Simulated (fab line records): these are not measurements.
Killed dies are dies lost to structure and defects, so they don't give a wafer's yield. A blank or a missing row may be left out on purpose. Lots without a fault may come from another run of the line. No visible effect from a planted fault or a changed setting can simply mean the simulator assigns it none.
Which tool was responsible?	flow nand-harc	18 wafers from 6 lots sampled at 5 of the route's 1302 steps

WHAT EACH GAUGE READ, for each wafer
NHARC_END_SORT_01.
lot	measured	on	defect-limited-yield (%)
L562	day 28 22:23	prober-02	0 0 0
L566	day 31 19:34	prober-02	91 90 91

WHAT TOOL EACH LOT RAN ON (gives the tool, then ch and the chambers of the sampled wafers, and finally the start)
lot	NHARC_P_BONDPAD_DESCUM_11	NHARC_P_BONDPAD_PVD_27	NHARC_P_BONDPAD_CMP_19	NHARC_P_BONDPAD_ACTIVATE_29
L552	rie-diel-04 ch 1,2, day 7 06:18	pvd-sputter-02, day 7 07:31	cmp-02 ch 2,3, day 7 08:24	rie-diel-01 ch 0,2,3, day 7 08:59
L554	rie-diel-04 ch 0,2,3, day 8 03:06	pvd-sputter-02, day 8 04:16	cmp-04 ch 1,2,3, day 8 05:12	rie-diel-01 ch 0,1, day 8 05:44
L562	rie-diel-01 ch 0,1,3, day 11 14:25	pvd-sputter-01, day 11 15:35	cmp-03 ch 1,2, day 11 16:26	rie-diel-04 ch 1,2, day 11 17:01
L566	rie-diel-04 ch 0,2, day 13 10:29	pvd-sputter-03, day 13 11:43	cmp-04 ch 0,1,3, day 13 12:38	rie-diel-04 ch 0,2,3, day 13 13:11
L568	rie-diel-01 ch 1,2,3, day 14 09:59	pvd-sputter-03, day 14 11:08	cmp-02 ch 0,2, day 14 12:01	rie-diel-04 ch 0,2,3, day 14 12:37
L572	rie-diel-01 ch 0,2,3, day 15 19:00	pvd-sputter-01, day 15 20:14	cmp-04 ch 0,2, day 15 21:05	rie-diel-08 ch 0,1,2, day 15 21:41
- NHARC_P_BONDPAD_DESCUM_11: chemistry O2, time 3 s.
- NHARC_P_BONDPAD_PVD_27: deposits Cu, target thk 30 nm, time 20.49 s.
- NHARC_P_BONDPAD_CMP_19: polishes, t overpolish 30 s, cu recess touch 16 s, target thk 160.81 nm.
- NHARC_P_BONDPAD_ACTIVATE_29: chemistry N2, time 60 s.

THE ANSWER, worked out from the rows above alone
Rule: what is usual is taken from the lots themselves. The widest of any qualifying gaps counts: lots, ordered by their means at a reading, are off when they make up no more than a third of the lots, leave a main group of 4 or more, and stand apart from it by 3 or more times the standard deviation of that group's means. If all means in a main group match to the digits the tables above print for the reading, that group is not used. Also off: a lot with no number at a reading for which 4 or more lots have one. All remaining lots with rows at the step are treated as sound.
Nothing can be told from this: no lot is off at any reading shown.

WHAT WAS PUT IN BY THE SIMULATOR
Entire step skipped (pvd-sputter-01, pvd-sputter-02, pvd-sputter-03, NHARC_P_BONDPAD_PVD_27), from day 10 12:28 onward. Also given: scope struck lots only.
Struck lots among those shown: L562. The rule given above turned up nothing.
